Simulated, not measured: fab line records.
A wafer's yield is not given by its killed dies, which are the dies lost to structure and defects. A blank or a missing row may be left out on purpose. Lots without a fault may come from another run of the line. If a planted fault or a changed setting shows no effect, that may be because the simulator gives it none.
Matching of chambers    flow nand_harc    rie_diel-03 running NHARC_A_STAIRCASE_DESCUM_219: 4 sister chambers
The step chemistry O2, time 3 s. 4 wafers are shown with their chamber, then 8 later ones without.

WAFERS PAIRED WITH THEIR CHAMBERS
wafer   chamber  drypump_motor_current_A (A)
L085.1  1        6.0
L085.6  3        5.3
L085.5  0        6.5
L091.1  2        5.5

WAFERS WHOSE CHAMBER IS MISSING
wafer   drypump_motor_current_A (A)
L091.2  5.3
L091.5  6.0
L094.1  5.5
L094.3  5.2
L094.6  6.5
L096.2  6.5
L096.4  5.5
L096.5  5.5

EACH ONE'S CHAMBER
wafer   from the rows above  in truth
L091.2  3                    3
L091.5  1                    1
L094.1  2                    2
L094.3  3                    3
L094.6  0                    0
L096.2  0                    0
L096.4  2                    2
L096.5  2                    2
Correctly placed: 8 of 8. Not placeable from these rows: 0. 0 placed wrongly.
How it was worked out, from the rows above alone: a wafer's distance from a chamber is the root of the sum, over the readings, of the square of ((its reading less the chamber's mean) divided by the reading's scatter). The wafer belongs to the nearest chamber; if the next one is less than 2 further off, it can't be placed. A chamber's mean is the mean of its shown wafers. The scatter (one wafer shown for each chamber): square how far every hidden wafer sits from the nearest shown wafer, average those squares and take the square root.
